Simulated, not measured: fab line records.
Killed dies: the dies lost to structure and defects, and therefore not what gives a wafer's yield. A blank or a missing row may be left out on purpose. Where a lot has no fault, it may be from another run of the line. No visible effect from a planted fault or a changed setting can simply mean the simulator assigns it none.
fab line records	flow nandHarc
record lots=24	wafers=72	lastDay=34
route steps=1302 shown A_WL_FILL@958 A_CONTACT@1008
lots that met no fault: from a run of the same line without faults
startH: the number of hours between the record's first day and the start of the first shown wafer of the lot	waitH: time in hours since the lot's previous step	" identical to the entry in the row above	L1.1+2: a single row standing in for several wafers	- either no value or no given start	* or withheld: withheld	< > ~ a bound
route shown NAME@n: NAME is a module with steps in the file, n the number in the route of the first one	usual: average and standard deviation across the fault-free wafers	same: alike in all rows	chamber/n: place in a boat	sites: each site's reading	_std_site: the standard deviation of these	_edge_site: the outer-site mean with the inner-site mean subtracted	radiusMm: how far each site lies from the wafer's centre	mask NAME#n: copy n	behind: the last tool/chamber to shape the wafer	hold: why the lot was held/for how many hours/how that ended	device: names the non-switching transistor (n, p or np)	end of line: the tests these same wafers got at the end of their route	where a step has no rows: the recipe by itself	killed: the dies lost at the first sort to structure and to defects; this is not the yield of the wafer	map: dies across one wafer; x = killed, . = not, _ = none there
set.NAME: the run value of the setting; set.NAME@STEP: its run value at that earlier step	model.NAME: the simulator's own value behind a step, which no gauge read
one table for each step of the route and one row for each wafer, over a sample of lots
services: a tool's chamber out of use, with start hour (startH, from the record's first day; less than 0 if before it), hours out, and reason
## steps
# step NHARC_A_WL_FILL_ETCHBACK_05
# recipe targetDepthA=220	timeS=60	tempC=40	chemistry=Cl2/BCl3
# usual drypumpMotorCurrentA=5.61/0.22	oesProductAu=1.000/0.0089
lot.wafer	tool	chamber	startH	waitH	drypumpMotorCurrentA	oesProductAu	rfHoursCounterH
L074.2	rieMetal-02	1	467.32	0.2	5.56	1.003	0.1
L074.6	"	0	"	"	5.67	1.007	-
L074.5	"	1	"	"	5.56	0.995	-
L075.4	rieMetal-02	1	477.46	0.1	5.56	1.005	-
L075.3	"	0	"	"	5.66	1.013	-
L075.6	"	0	"	"	5.64	1.004	-
L078.1	rieMetal-03	0	489.70	0.2	5.21	0.992	2.9
L078.4	"	1	"	"	5.78	0.982	-
L078.5	"	0	"	"	5.22	0.996	-
L077.2	rieMetal-01	0	493.05	0.2	5.95	1.007	1.7
L077.3	"	0	"	"	5.94	1.012	-
L077.5	"	1	"	"	5.37	0.994	-
L076.4	rieMetal-02	1	493.07	0.2	5.56	1.010	-
L076.3	"	0	"	"	5.62	1.006	-
L076.6	"	0	"	"	5.63	1.007	-
L080.3	rieMetal-01	0	504.49	0.1	5.94	1.004	-
L080.5	"	0	"	"	5.96	0.999	-
L080.6	"	1	"	"	5.36	1.006	-
L079.2	rieMetal-02	0	504.65	0.2	5.70	1.014	1.0
L079.6	"	0	"	"	5.67	1.014	-
L079.5	"	1	"	"	5.54	1.020	-
L082.1	rieMetal-03	0	538.07	0.2	5.20	0.998	0.1
L082.4	"	0	"	"	5.21	0.990	-
L082.6	"	1	"	"	5.76	0.993	-
L081.2	rieMetal-01	1	541.37	0.2	5.35	0.993	2.5
L081.3	"	0	"	"	5.96	0.990	-
L081.5	"	0	"	"	5.95	1.002	-
L083.1	rieMetal-01	1	563.30	0.2	5.36	1.000	2.8
L083.6	"	0	"	"	5.94	1.007	-
L083.5	"	1	"	"	5.36	1.007	-
L084.1	rieMetal-02	1	563.33	0.2	5.56	1.012	2.1
L084.3	"	1	"	"	5.55	1.011	-
L084.5	"	1	"	"	5.55	1.009	-
L086.1	rieMetal-02	1	584.06	0.2	5.55	1.017	2.6
L086.4	"	1	"	"	5.55	1.012	-
L086.3	"	0	"	"	5.67	1.004	-
L085.2	rieMetal-01	1	584.37	0.2	5.35	0.980	0.1
L085.4	"	1	"	"	5.35	0.979	-
L085.6	"	1	"	"	5.35	0.974	-
L087.2	rieMetal-01	1	616.62	0.2	5.38	0.988	0.4
L087.4	"	1	"	"	5.36	0.980	-
L087.6	"	0	"	"	5.94	0.998	-
L088.1	rieMetal-02	0	616.63	0.2	5.64	1.000	3.0
L088.2	"	1	"	"	5.56	1.010	3.0
L088.5	"	0	"	"	5.67	0.995	-
L089.4	rieMetal-01	1	625.47	0.1	5.36	0.986	-
L089.6	"	0	"	"	5.93	1.002	-
L089.5	"	1	"	"	5.35	0.992	-
L090.1	rieMetal-02	1	630.40	0.2	5.55	1.006	3.5
L090.4	"	1	"	"	5.55	1.001	-
L090.5	"	1	"	"	5.55	1.009	-
L092.1	rieMetal-02	1	643.53	0.2	5.56	1.005	0.1
L092.2	"	0	"	"	5.68	0.995	0.1
L092.6	"	0	"	"	5.66	1.000	-
L091.1	rieMetal-03	1	643.86	0.2	5.78	1.002	1.8
L091.4	"	1	"	"	5.76	0.992	-
L091.5	"	1	"	"	5.77	1.006	-
L093.2	rieMetal-01	0	647.40	0.2	5.94	1.009	1.0
L093.3	"	0	"	"	5.93	0.999	-
L093.6	"	1	"	"	5.37	0.993	-
L094.4	rieMetal-02	1	679.34	0.2	5.55	1.007	-
L094.6	"	1	"	"	5.54	0.998	-
L094.5	"	0	"	"	5.66	0.997	-
L095.2	rieMetal-01	0	689.68	0.2	5.94	0.994	1.5
L095.3	"	1	"	"	5.36	0.989	-
L095.6	"	0	"	"	5.93	1.006	-
L097.4	rieMetal-02	1	698.09	0.2	5.55	1.007	-
L097.3	"	0	"	"	5.69	0.986	-
L097.6	"	1	"	"	5.57	1.005	-
L096.4	rieMetal-03	0	711.35	0.2	5.23	1.001	-
L096.3	"	1	"	"	5.78	0.999	-
L096.5	"	0	"	"	5.22	1.003	-
# step NHARC_A_WL_FILL_ETCHBACK_16
# recipe targetDepthA=1200	timeS=24	c4f8FlowSccm=withheld	o2FlowSccm=8	arFlowSccm=withheld	rfW=600	biasW=800	chemistry=C4F8/O2/Ar
# usual oesProductAu=0.990/0.028	rfVppV=725/4.1
lot.wafer	tool	chamber	startH	waitH	oesProductAu	rfHoursCounterH	rfVppV
L074.2	rieDiel-12	3	-	-	1.008	1.4	721
L074.6	"	1	"	"	1.006	-	727
L074.5	"	2	"	"	0.995	-	724
L075.3	rieDiel-12	2	-	-	0.980	2.1	723
L075.6	"	1	"	"	0.991	-	727
L075.4	"	2	"	"	0.996	-	723
L078.4	rieDiel-11	3	-	-	0.991	1.9	729
L078.1	"	2	"	"	0.997	1.9	729
L078.5	"	0	"	"	0.994	-	730
L076.3	rieDiel-12	3	-	-	1.010	2.2	718
L076.4	"	2	"	"	0.999	2.8	724
L076.6	"	3	"	"	1.018	-	720
L077.3	rieDiel-11	1	-	-	1.002	2.0	723
L077.2	"	2	"	"	0.996	1.9	729
L077.5	"	0	"	"	0.996	-	729
L080.3	rieDiel-10	0	-	-	0.980	2.1	721
L080.6	"	3	"	"	0.974	-	726
L080.5	"	0	"	"	0.974	-	719
L079.2	rieDiel-10	2	-	-	0.985	1.9	723
L079.5	"	2	"	"	0.984	-	723
L079.6	"	3	"	"	0.973	-	726
L082.4	rieDiel-11	3	-	-	0.959	2.9	728
L082.1	"	2	"	"	0.961	2.6	729
L082.6	"	0	"	"	0.964	-	730
L081.2	rieDiel-12	3	-	-	1.019	5.3	721
L081.3	"	2	"	"	1.003	5.6	723
L081.5	"	3	"	"	1.019	-	720
L084.3	rieDiel-10	3	-	-	0.909	4.2	726
L084.1	"	0	"	"	0.936	4.3	719
L084.5	"	3	"	"	0.906	-	726
L083.1	rieDiel-11	0	-	-	1.012	3.6	729
L083.6	"	3	"	"	1.014	-	729
L083.5	"	0	"	"	1.009	-	728
L086.3	rieDiel-12	0	-	-	1.010	7.7	717
L086.4	"	2	"	"	1.011	7.8	724
L086.1	"	3	"	"	1.017	7.6	721
L085.4	rieDiel-10	3	-	-	0.913	4.5	726
L085.2	"	2	"	"	0.909	4.5	723
L085.6	"	3	"	"	0.907	-	726
L088.1	rieDiel-11	3	-	-	1.003	0.1	729
L088.2	"	1	"	"	0.991	0.1	725
L088.5	"	2	"	"	1.001	-	730
L087.2	rieDiel-11	3	-	-	1.011	0.1	728
L087.4	"	0	"	"	0.996	0.1	730
L087.6	"	0	"	"	0.993	-	729
L089.4	rieDiel-12	1	-	-	1.000	0	727
L089.5	"	2	"	"	0.993	-	723
L089.6	"	3	"	"	1.018	-	720
L090.1	rieDiel-12	2	-	-	1.000	0.0	723
L090.4	"	3	"	"	1.017	0.0	721
L090.5	"	1	"	"	0.996	-	726
L093.3	rieDiel-12	2	-	-	0.999	0.8	722
L093.2	"	0	"	"	1.019	1.0	716
L093.6	"	2	"	"	1.002	-	723
L091.4	rieDiel-11	2	-	-	1.001	0.8	730
L091.1	"	0	"	"	1.002	1.0	729
L091.5	"	2	"	"	0.994	-	729
L092.2	rieDiel-10	1	-	-	0.946	1.8	727
L092.1	"	3	"	"	0.919	1.9	726
L092.6	"	0	"	"	0.949	-	719
L094.4	rieDiel-11	3	-	-	1.001	1.4	730
L094.6	"	1	"	"	0.996	-	725
L094.5	"	2	"	"	0.997	-	730
L095.2	rieDiel-10	0	-	-	1.020	2.5	719
L095.3	"	3	"	"	0.980	3.8	725
L095.6	"	1	"	"	1.009	-	727
L097.4	rieDiel-11	1	-	-	0.996	1.7	724
L097.3	"	3	"	"	1.008	1.9	730
L097.6	"	0	"	"	1.000	-	730
L096.3	rieDiel-12	2	-	-	0.992	3.8	724
L096.4	"	0	"	"	1.009	3.9	718
L096.5	"	2	"	"	1.006	-	723
# step NHARC_A_CONTACT_ETCH_114
# recipe sourceW=withheld	pressureMtorr=20	biasV=3000	timeS=190	targetDepthA=18500	arFlowSccm=withheld	c4f8FlowSccm=withheld	o2FlowSccm=withheld	chemistry=C4F8/O2/Ar
lot.wafer	tool	chamber	startH	waitH	rfHoursCounterH
L074.2	harCapEtch-02	0	496.74	0.1	81
L074.6	"	0	"	"	-
L074.5	"	1	"	"	-
L075.4	harCapEtch-02	0	502.23	0.1	-
L075.3	"	1	"	"	-
L075.6	"	1	"	"	-
L077.2	harCapEtch-01	1	516.91	0.1	0
L077.3	"	0	"	"	-
L077.5	"	1	"	"	-
L078.1	harCapEtch-02	1	517.32	0.1	87
L078.4	"	1	"	"	-
L078.5	"	1	"	"	-
L076.4	harCapEtch-01	1	519.57	0.1	-
L076.3	"	0	"	"	-
L076.6	"	1	"	"	-
L080.3	harCapEtch-01	1	533.52	0.1	-
L080.6	"	0	"	"	-
L080.5	"	1	"	"	-
L079.2	harCapEtch-02	1	533.82	0.1	91
L079.5	"	1	"	"	-
L079.6	"	0	"	"	-
L082.1	harCapEtch-02	0	563.03	0.1	97
L082.4	"	1	"	"	-
L082.6	"	1	"	"	-
L081.2	harCapEtch-03	0	568.90	0.1	51
L081.3	"	1	"	"	-
L081.5	"	1	"	"	-
L084.1	harCapEtch-02	0	591.64	0.1	101
L084.3	"	0	"	"	-
L084.5	"	1	"	"	-
L083.1	harCapEtch-03	0	591.84	0.1	55
L083.6	"	1	"	"	-
L083.5	"	0	"	"	-
L086.1	harCapEtch-03	1	610.84	0.2	57
L086.3	"	1	"	"	-
L086.4	"	0	"	"	-
L085.2	harCapEtch-01	0	612.32	0.1	17
L085.4	"	0	"	"	-
L085.6	"	1	"	"	-
L088.1	harCapEtch-01	0	641.45	0.1	21
L088.2	"	1	"	"	21
L088.5	"	0	"	"	-
L087.2	harCapEtch-02	1	642.22	0.1	109
L087.4	"	0	"	"	-
L087.6	"	0	"	"	-
L089.4	harCapEtch-03	0	651.49	0.1	-
L089.6	"	1	"	"	-
L089.5	"	0	"	"	-
L090.1	harCapEtch-03	0	656.27	0.1	65
L090.4	"	0	"	"	-
L090.5	"	1	"	"	-
L091.1	harCapEtch-02	1	669.70	0.1	114
L091.4	"	0	"	"	-
L091.5	"	1	"	"	-
L093.2	harCapEtch-03	1	670.65	0.1	69
L093.3	"	0	"	"	-
L093.6	"	0	"	"	-
L092.1	harCapEtch-02	1	673.89	0.1	117
L092.2	"	0	"	"	117
L092.6	"	0	"	"	-
L094.4	harCapEtch-01	0	704.49	0.2	-
L094.6	"	1	"	"	-
L094.5	"	0	"	"	-
L095.2	harCapEtch-02	0	715.21	0.1	122
L095.3	"	1	"	"	-
L095.6	"	0	"	"	-
L097.3	harCapEtch-02	0	725.76	0.1	-
L097.4	"	1	"	"	-
L097.6	"	0	"	"	-
L096.4	harCapEtch-02	0	740.58	0.2	-
L096.3	"	1	"	"	-
L096.5	"	0	"	"	-
# step NHARC_A_CONTACT_ETCH_120
# recipe sourceW=withheld	pressureMtorr=20	biasV=3000	timeS=190	targetDepthA=18500	arFlowSccm=withheld	c4f8FlowSccm=withheld	o2FlowSccm=withheld	chemistry=C4F8/O2/Ar
lot.wafer	tool	chamber	startH	waitH	rfHoursCounterH
L074.2	harCapEtch-02	0	497.77	0.1	82
L074.6	"	0	"	"	-
L074.5	"	1	"	"	-
L075.4	harCapEtch-02	0	503.26	0.1	-
L075.3	"	1	"	"	-
L075.6	"	1	"	"	-
L077.2	harCapEtch-01	1	517.94	0.1	1
L077.3	"	0	"	"	-
L077.5	"	1	"	"	-
L078.1	harCapEtch-02	1	518.34	0.1	88
L078.4	"	1	"	"	-
L078.5	"	1	"	"	-
L076.4	harCapEtch-01	1	520.60	0.1	-
L076.3	"	0	"	"	-
L076.6	"	1	"	"	-
L080.3	harCapEtch-01	1	534.54	0.1	-
L080.6	"	0	"	"	-
L080.5	"	1	"	"	-
L079.2	harCapEtch-02	1	534.84	0.1	92
L079.5	"	1	"	"	-
L079.6	"	0	"	"	-
L082.1	harCapEtch-02	0	564.05	0.1	97
L082.4	"	1	"	"	-
L082.6	"	1	"	"	-
L081.2	harCapEtch-03	0	569.92	0.1	52
L081.3	"	1	"	"	-
L081.5	"	1	"	"	-
L084.1	harCapEtch-02	0	592.67	0.1	102
L084.3	"	0	"	"	-
L084.5	"	1	"	"	-
L083.1	harCapEtch-03	0	592.86	0.1	56
L083.6	"	1	"	"	-
L083.5	"	0	"	"	-
L086.1	harCapEtch-03	1	612.21	0.2	58
L086.3	"	1	"	"	-
L086.4	"	0	"	"	-
L085.2	harCapEtch-01	0	613.35	0.1	18
L085.4	"	0	"	"	-
L085.6	"	1	"	"	-
L088.1	harCapEtch-01	0	642.48	0.1	22
L088.2	"	1	"	"	22
L088.5	"	0	"	"	-
L087.2	harCapEtch-02	1	643.24	0.1	110
L087.4	"	0	"	"	-
L087.6	"	0	"	"	-
L089.4	harCapEtch-03	0	652.51	0.1	-
L089.6	"	1	"	"	-
L089.5	"	0	"	"	-
L090.1	harCapEtch-03	0	657.30	0.1	66
L090.4	"	0	"	"	-
L090.5	"	1	"	"	-
L091.1	harCapEtch-02	1	670.72	0.1	115
L091.4	"	0	"	"	-
L091.5	"	1	"	"	-
L093.2	harCapEtch-03	1	671.67	0.1	70
L093.3	"	0	"	"	-
L093.6	"	0	"	"	-
L092.1	harCapEtch-02	1	674.91	0.1	118
L092.2	"	0	"	"	118
L092.6	"	0	"	"	-
L094.4	harCapEtch-01	0	705.85	0.2	-
L094.6	"	1	"	"	-
L094.5	"	0	"	"	-
L095.2	harCapEtch-02	0	716.24	0.1	123
L095.3	"	1	"	"	-
L095.6	"	0	"	"	-
L097.3	harCapEtch-02	0	726.79	0.1	-
L097.4	"	1	"	"	-
L097.6	"	0	"	"	-
L096.4	harCapEtch-02	0	741.87	0.1	-
L096.3	"	1	"	"	-
L096.5	"	0	"	"	-
# step NHARC_A_CONTACT_ETCH_96
# recipe targetDepthA=200	overEtchFrac=0.5	timeS=10	ionEnergyEv=250	c4f6FlowSccm=25	o2FlowSccm=20	arFlowSccm=500	rfW=600	biasW=500	chemistry=C4F6/O2
# usual c4f6FlowSccm=24.99/0.075	drypumpMotorCurrentA=5.8/0.41	oesProductAu=0.969/0.025	rfVppV=547/3.8	showerheadPlenumPTorr=3.91/0.18	throttleValvePct=26.903/0.0093
lot.wafer	tool	chamber	startH	waitH	c4f6FlowSccm	drypumpMotorCurrentA	oesProductAu	rfHoursCounterH	rfVppV	showerheadPlenumPTorr	throttleValvePct
L074.2	rieDiel-03	0	-	-	24.96	6.0	0.951	3	541	3.65	26.884
L074.6	"	3	"	"	25.01	5.7	0.942	-	541	3.66	26.905
L074.5	"	0	"	"	25.00	6.0	0.947	-	540	3.65	26.910
L075.3	rieDiel-03	0	-	-	25.02	6.0	0.969	5	542	3.65	26.910
L075.4	"	2	"	"	24.93	6.0	0.961	6	547	3.96	26.892
L075.6	"	1	"	"	24.94	5.8	0.945	-	547	3.97	26.904
L077.3	rieDiel-09	1	-	-	24.98	5.8	0.971	4	553	4.19	26.890
L077.2	"	3	"	"	25.14	6.0	0.956	5	553	4.22	26.897
L077.5	"	1	"	"	24.87	5.9	0.974	-	551	4.19	26.903
L078.4	rieDiel-03	2	-	-	25.06	6.1	1.002	8	549	3.96	26.907
L078.1	"	3	"	"	24.86	5.7	0.989	7	542	3.66	26.894
L078.5	"	2	"	"	25.06	6.1	1.002	-	548	3.96	26.906
L076.4	rieDiel-03	1	-	-	24.93	5.8	0.986	9	548	3.97	26.916
L076.3	"	2	"	"	24.92	6.0	1.001	9	546	3.96	26.919
L076.6	"	1	"	"	24.95	5.7	1.007	-	547	3.97	26.911
L080.3	rieDiel-03	2	-	-	25.02	6.0	0.949	11	548	3.96	26.895
L080.6	"	1	"	"	24.96	5.8	0.938	-	550	3.97	26.901
L080.5	"	2	"	"	25.05	6.0	0.947	-	547	3.96	26.908
L079.2	rieDiel-03	2	-	-	24.95	6.0	0.994	11	548	3.96	26.895
L079.5	"	2	"	"	25.10	6.0	1.005	-	546	3.96	26.897
L079.6	"	3	"	"	25.12	5.8	0.995	-	542	3.65	26.900
L082.1	rieDiel-09	0	-	-	24.83	4.9	0.943	21	545	3.89	26.891
L082.4	"	1	"	"	25.03	5.8	0.956	20	551	4.18	26.893
L082.6	"	2	"	"	24.98	6.2	0.946	-	546	3.86	26.925
L081.3	rieDiel-03	2	-	-	25.04	6.0	1.002	16	547	3.95	26.896
L081.2	"	0	"	"	25.00	6.0	0.994	16	541	3.65	26.910
L081.5	"	2	"	"	25.04	6.0	0.988	-	548	3.95	26.884
L084.1	rieDiel-03	3	-	-	24.99	5.8	0.965	17	541	3.65	26.907
L084.3	"	0	"	"	25.03	6.0	0.966	17	541	3.64	26.908
L084.5	"	2	"	"	24.85	6.0	0.961	-	548	3.95	26.918
L083.1	rieDiel-13	0	-	-	24.93	5.1	1.003	22	550	4.11	26.895
L083.6	"	3	"	"	25.05	6.4	1.006	-	543	3.70	26.908
L083.5	"	0	"	"	24.96	5.1	0.994	-	550	4.11	26.891
L086.4	rieDiel-13	3	-	-	25.03	6.4	0.988	30	542	3.70	26.916
L086.3	"	0	"	"	24.89	5.0	0.997	29	552	4.10	26.916
L086.1	"	1	"	"	25.09	5.4	0.995	25	547	3.94	26.896
L085.2	rieDiel-09	3	615.01	0.2	25.06	6.0	0.972	38	552	4.20	26.915
L085.4	"	0	"	"	24.99	4.9	0.945	-	547	3.88	26.903
L085.6	"	3	"	"	25.07	6.0	0.971	-	552	4.20	26.891
L088.2	rieDiel-13	0	-	-	25.18	5.0	0.954	40	552	4.10	26.888
L088.1	"	1	"	"	25.10	5.4	0.924	36	548	3.94	26.911
L088.5	"	2	"	"	24.97	5.1	0.932	-	549	4.00	26.897
L087.2	rieDiel-09	2	-	-	25.02	6.2	0.949	45	546	3.85	26.905
L087.4	"	3	"	"	25.04	6.0	0.961	49	552	4.20	26.913
L087.6	"	0	"	"	24.96	4.9	0.964	-	545	3.88	26.901
L089.4	rieDiel-13	0	-	-	25.08	5.1	0.955	45	551	4.09	26.893
L089.6	"	1	"	"	25.04	5.3	0.946	-	547	3.93	26.899
L089.5	"	2	"	"	24.97	5.1	0.957	-	548	4.00	26.907
L090.1	rieDiel-09	0	-	-	25.04	4.9	0.936	48	546	3.87	26.917
L090.4	"	2	"	"	25.01	6.2	0.930	48	545	3.85	26.897
L090.5	"	0	"	"	24.97	4.9	0.940	-	544	3.87	26.896
L091.1	rieDiel-09	2	672.39	0.1	24.95	6.2	0.944	56	545	3.84	26.901
L091.5	"	2	"	"	25.07	6.2	0.945	-	546	3.84	26.891
L091.4	"	0	"	"	24.99	4.9	0.943	-	548	3.87	26.893
L093.3	rieDiel-09	2	673.33	0.1	24.95	6.2	0.950	57	545	3.84	26.901
L093.2	"	1	"	"	25.09	5.8	0.957	46	552	4.16	26.905
L093.6	"	1	"	"	24.94	5.8	0.954	-	552	4.16	26.905
L092.1	rieDiel-03	0	-	-	25.11	6.0	1.011	6	553	4.22	26.897
L092.2	"	2	"	"	24.86	6.0	1.004	6	547	3.94	26.907
L092.6	"	3	"	"	25.01	5.8	0.993	-	542	3.64	26.900
L094.4	rieDiel-03	0	-	-	24.75	6.0	0.940	12	554	4.22	26.907
L094.6	"	1	"	"	25.05	5.8	0.937	-	548	3.95	26.904
L094.5	"	2	"	"	24.78	6.0	0.953	-	548	3.94	26.923
L095.2	rieDiel-13	1	717.96	0.2	25.03	5.4	1.005	4	546	3.92	26.901
L095.3	"	2	"	"	24.89	5.1	0.998	4	549	3.99	26.911
L095.6	"	2	"	"	24.92	5.1	0.995	-	548	3.99	26.901
L097.3	rieDiel-03	2	-	-	25.13	6.0	1.016	14	546	3.94	26.909
L097.4	"	3	"	"	25.03	5.7	1.006	14	541	3.64	26.916
L097.6	"	1	"	"	24.97	5.8	0.988	-	546	3.95	26.898
L096.3	rieDiel-03	3	-	-	24.99	5.7	0.946	16	540	3.64	26.900
L096.4	"	1	"	"	25.03	5.8	0.945	16	548	3.95	26.899
L096.5	"	3	"	"	25.14	5.7	0.945	-	540	3.64	26.906
# step NHARC_A_CONTACT_DEP_58
# recipe targetThkA=900	targetThkNm=90	tempC=400	pressureTorr=3.5	flowSccm=200	rfW=350	material=SiON
# usual heaterPowerW=721/82
lot.wafer	tool	chamber	startH	waitH	heaterPowerW
L074.2	pecvd-03	1	503.87	2.2	734
L074.5	"	0	"	"	784
L074.6	"	1	"	"	741
L075.3	pecvd-03	0	509.88	1.7	739
L075.4	"	2	"	"	662
L075.6	"	0	"	"	733
L077.3	pecvd-04	0	525.90	1.6	679
L077.2	"	2	"	"	657
L077.5	"	0	"	"	676
L078.1	pecvd-02	0	527.15	2.7	764
L078.4	"	2	"	"	735
L078.5	"	0	"	"	791
L076.3	pecvd-04	1	532.20	1.7	787
L076.4	"	2	"	"	575
L076.6	"	1	"	"	763
L080.3	pecvd-03	2	540.46	1.7	641
L080.5	"	1	"	"	846
L080.6	"	0	"	"	803
L079.2	pecvd-02	1	541.11	2.2	735
L079.5	"	0	"	"	781
L079.6	"	2	"	"	714
L082.1	pecvd-03	1	570.01	2.8	835
L082.6	"	0	"	"	815
L082.4	"	1	"	"	836
L081.2	pecvd-04	0	576.38	2.2	727
L081.3	"	0	"	"	732
L081.5	"	0	"	"	610
L084.3	pecvd-03	2	600.27	1.6	707
L084.1	"	0	"	"	801
L084.5	"	1	"	"	865
L083.1	pecvd-03	0	602.33	3.0	826
L083.5	"	0	"	"	830
L083.6	"	1	"	"	884
L086.3	pecvd-02	0	621.14	1.7	652
L086.1	"	1	"	"	664
L086.4	"	1	"	"	658
L085.2	pecvd-03	1	622.67	2.3	875
L085.6	"	2	"	"	696
L085.4	"	1	"	"	855
L088.1	pecvd-04	0	648.71	2.7	625
L088.2	"	1	"	"	731
L088.5	"	2	"	"	581
L087.2	pecvd-03	0	649.18	2.2	773
L087.6	"	0	"	"	767
L087.4	"	1	"	"	821
L089.6	pecvd-03	0	658.45	0.1	800
L089.4	"	1	"	"	792
L089.5	"	2	"	"	608
L090.1	pecvd-03	1	664.86	2.7	792
L090.4	"	1	"	"	828
L090.5	"	0	"	"	719
L091.1	pecvd-04	1	681.12	2.7	704
L091.4	"	2	"	"	637
L091.5	"	0	"	"	670
L093.3	pecvd-03	1	681.14	1.6	866
L093.2	"	2	"	"	583
L093.6	"	2	"	"	579
L092.2	pecvd-04	0	685.61	2.2	670
L092.1	"	1	"	"	755
L092.6	"	1	"	"	747
L094.6	pecvd-04	2	712.58	0.1	575
L094.4	"	0	"	"	636
L094.5	"	1	"	"	836
L095.3	pecvd-03	0	722.49	1.7	818
L095.2	"	1	"	"	846
L095.6	"	2	"	"	674
L097.3	pecvd-04	0	733.05	1.8	624
L097.6	"	1	"	"	721
L097.4	"	0	"	"	618
L096.3	pecvd-02	0	749.15	1.7	737
L096.4	"	2	"	"	672
L096.5	"	0	"	"	581
## services
tool	chamber	startH	hours	kind
rieDiel-03	0	443.78	4.8	repair
rieDiel-03	-	445.47	0.8	repair
rieDiel-12	-	445.48	9.0	pm
harCapEtch-03	-	449.43	1.6	repair
rieDiel-03	0	450.98	7.5	repair
rieMetal-02	-	454.00	9.0	pm
rieDiel-11	0	454.71	8.3	repair
rieDiel-03	-	458.39	9.0	pm
harCapEtch-03	-	476.73	4.5	repair
rieDiel-12	3	479.57	10.5	repair
harCapEtch-01	-	497.00	17.0	pm
pecvd-03	-	545.44	0.9	repair
pecvd-03	-	547.00	13.0	pm
rieMetal-02	0	567.38	6.2	repair
rieMetal-02	-	631.00	9.0	pm
rieDiel-03	-	635.49	9.0	pm
rieMetal-02	0	644.25	15.1	repair
harCapEtch-02	-	704.55	3.0	repair
pecvd-03	1	704.68	8.5	repair
pecvd-03	0	707.12	6.4	repair
rieDiel-03	1	709.16	9.5	repair
rieDiel-03	2	719.35	2.9	repair
pecvd-03	-	728.11	13.0	pm
pecvd-03	1	748.75	4.8	repair
## key
fault none
